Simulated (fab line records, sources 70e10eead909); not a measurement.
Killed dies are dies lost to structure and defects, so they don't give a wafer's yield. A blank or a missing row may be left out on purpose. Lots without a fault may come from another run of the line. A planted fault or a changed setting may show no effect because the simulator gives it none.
A struck lot beside a sound one | flow nand_harc | 14 steps out of a route of 1302
Sound: wafers L280.3, L280.4, L280.5. Struck: wafer L296.5. (L296.1, L296.6 of the same lot were not struck and are left out.) The cause comes at the end.
At each step with rows: each side's tool, then ch and its chambers, then its first start. Under that, the readings that differ: sound wafers | struck wafers | difference of the means | sigmas: that difference in standard deviations of wafers without a fault.
alike: readings whose means differ by less than 2 such deviations, and words and numbers that are the same on both sides. not compared: withheld readings, readings that some wafer has no value for, bounds like >300 that may hide the same value, and numbers for which the record gives no deviation and whose values overlap.
The two part at a step that has a row with sigmas, a row that says differs or no value, or rows on one side only. Numbers that don't overlap but have no deviation are shown without sigmas and don't part them. A reading that every wafer of one side lacks parts them only if that side has two wafers or more.

first, 4 steps without rows for these wafers: NHARC_P_BONDPAD_EBR_05; NHARC_P_BONDPAD_EXPOSE_06 (exposes mask P BPAD); NHARC_P_BONDPAD_PEB_07 (peb time 80 s); NHARC_P_BONDPAD_DEVELOP_08 (time 50 s).
NHARC_P_BONDPAD_CD_MEAS_09: target cd 500 nm.
  sound on cd_sem-01 ch 0, day 8 19:12; struck on cd_sem-02 ch 0, day 15 11:16
  alike: cd_nm
NHARC_P_BONDPAD_OVL_MEAS_38:
  sound on overlay-02, day 8 19:17; struck on overlay-01, day 15 11:22
  alike: overlay_x_nm, overlay_y_nm
then, 1 step without rows for these wafers: NHARC_P_BONDPAD_HARDBAKE_10 (time 65 s).
NHARC_P_BONDPAD_DESCUM_11: chemistry O2, time 3 s.
  sound on rie_diel-03 ch 0,2,3, day 8 19:25; struck on rie_diel-08 ch 1, day 15 11:31
  alike: drypump_motor_current_A, oes_product_au, rf_vpp_V, showerhead_plenum_p_Torr, throttle_valve_pct
  not compared: rf_hours_counter_h
NHARC_P_BONDPAD_ETCH_37: etches the open film in N2/H2, target depth 60 nm, overetch 18 nm, time 65.91 s.
  sound on rie_diel-03 ch 1,2, day 8 19:29; struck on rie_diel-08 ch 1, day 15 11:34
  alike: drypump_motor_current_A, n2_flow_sccm, oes_product_au, rf_vpp_V, run_length_s, showerhead_plenum_p_Torr, throttle_valve_pct
  not compared: rf_hours_counter_h
NHARC_P_BONDPAD_ETCH_12: etches the open film in CHF3/O2, target depth 200 nm, time 100 s.
  sound on rie_diel-03 ch 0,1; struck on rie_diel-08 ch 2
  alike: drypump_motor_current_A, oes_product_au, rf_vpp_V, run_length_s, showerhead_plenum_p_Torr, throttle_valve_pct
  not compared: rf_hours_counter_h
NHARC_P_BONDPAD_CD_MEAS_13:
  sound on cd_sem-03, day 8 19:43; struck on cd_sem-03, day 15 11:48
  alike: cd_nm
NHARC_P_BONDPAD_STRIP_15: strips in O2.
  sound on rie_diel-08 ch 2,3, day 8 19:47; struck on rie_diel-01 ch 3, day 15 11:53
  reading                     | sound       | struck | difference | sigmas
  drypump_motor_current_A (A) | 6.7 6.0 6.7 | 4.7    | -1.8       | -3
  alike: oes_product_au, rf_vpp_V, showerhead_plenum_p_Torr, throttle_valve_pct
  not compared: rf_hours_counter_h
NHARC_P_BONDPAD_ETCH_24: etches the open film in CF4/N2, target depth 30 nm, time 72.99 s.
  sound on rie_diel-08 ch 0,1, day 8 19:57; struck on rie_diel-01 ch 0, day 15 12:02
  reading               | sound             | struck | difference | sigmas
  oes_product_au (a.u.) | 1.005 0.997 1.001 | 1.015  | +0.014     | +2
  run_length_s (s)      | 94.5 94.5 94.4    | 68.2   | -26.3      | -64
  alike: drypump_motor_current_A, n2_flow_sccm, rf_vpp_V, showerhead_plenum_p_Torr, throttle_valve_pct
  not compared: rf_hours_counter_h
then, 1 step without rows for these wafers: NHARC_P_BONDPAD_STRIP_16 (strips in post etch residue remover, time 600 s).

WHERE THEY PART
First at NHARC_P_BONDPAD_STRIP_15; last, within this record, at NHARC_P_BONDPAD_ETCH_24.

WHY: what the simulator had put in
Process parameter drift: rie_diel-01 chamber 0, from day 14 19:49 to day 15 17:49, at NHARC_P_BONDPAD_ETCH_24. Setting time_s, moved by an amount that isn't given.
